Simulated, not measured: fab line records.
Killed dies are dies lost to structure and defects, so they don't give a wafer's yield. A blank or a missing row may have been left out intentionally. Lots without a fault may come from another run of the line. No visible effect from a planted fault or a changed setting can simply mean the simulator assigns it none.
Chamber matching | flow n5_finfet | N5_SD_EPI_N_ETCHBACK_44 on rie_diel-01 has 4 sister chambers
The step etches SiNx in CH3F/O2, stops on SiO2, target depth 14.5 nm. 16 wafers are shown with their chamber, then 8 later ones without.

WAFERS WITH THEIR CHAMBER
wafer  | chamber | rf_vpp_V (V) | showerhead_plenum_p_Torr (Torr) | throttle_valve_pct (%)
L074.1 | 1       | 319          | 2.12                            | 16.27
L074.4 | 3       | 308          | 1.97                            | 16.22
L074.6 | 2       | 309          | 2.01                            | 16.68
L076.2 | 1       | 318          | 2.12                            | 16.27
L076.4 | 3       | 309          | 1.97                            | 16.23
L076.6 | 1       | 320          | 2.12                            | 16.28
L087.1 | 1       | 320          | 2.11                            | 16.31
L087.2 | 3       | 308          | 1.96                            | 16.27
L087.6 | 2       | 310          | 2.01                            | 16.72
L092.1 | 0       | 281          | 1.94                            | 16.28
L092.2 | 3       | 308          | 1.96                            | 16.30
L092.3 | 2       | 310          | 2.00                            | 16.74
L092.4 | 1       | 318          | 2.11                            | 16.34
L092.5 | 0       | 280          | 1.94                            | 16.28
L092.6 | 3       | 309          | 1.96                            | 16.27
L094.2 | 1       | 317          | 2.11                            | 16.33

SIGNATURES (means of the wafers above)
reading                  | chamber 0 | chamber 1 | chamber 2 | chamber 3 | scatter within a chamber
rf_vpp_V                 | 280.50    | 318.67    | 309.67    | 308.40    | 0.899
showerhead_plenum_p_Torr | 1.9400    | 2.1150    | 2.0067    | 1.9640    | 0.0053
throttle_valve_pct       | 16.2800   | 16.3000   | 16.7133   | 16.2580   | 0.0302
Rule: a wafer's distance from a chamber is the root of the sum, over the readings, of the square of ((its reading less the chamber's mean) divided by the reading's scatter). If the next closest chamber is less than 2 further off than the closest, the wafer can't be placed; otherwise it belongs to the closest. The scatter: take each reading less its chamber's mean, square it, sum over the shown wafers, divide by the number of wafers less the number of chambers, and take the root.

WAFERS WITHOUT THEIR CHAMBER
wafer  | rf_vpp_V (V) | showerhead_plenum_p_Torr (Torr) | throttle_valve_pct (%)
L094.3 | 310          | 2.00                            | 16.75
L094.4 | 309          | 1.96                            | 16.31
L096.1 | 310          | 2.00                            | 16.76
L096.2 | 308          | 1.96                            | 16.31
L096.5 | 279          | 1.94                            | 16.30
L097.4 | 309          | 1.96                            | 16.31
L097.5 | 317          | 2.11                            | 16.35
L097.6 | 281          | 1.94                            | 16.29

WHICH CHAMBER EACH ONE RAN IN
wafer  | from the rows above | in truth
L094.3 | 2                   | 2
L094.4 | 3                   | 3
L096.1 | 2                   | 2
L096.2 | 3                   | 3
L096.5 | 0                   | 0
L097.4 | 3                   | 3
L097.5 | 1                   | 1
L097.6 | 0                   | 0
Placed correctly: 8 of 8. Can't be placed from these rows: 0. Placed wrongly: 0.
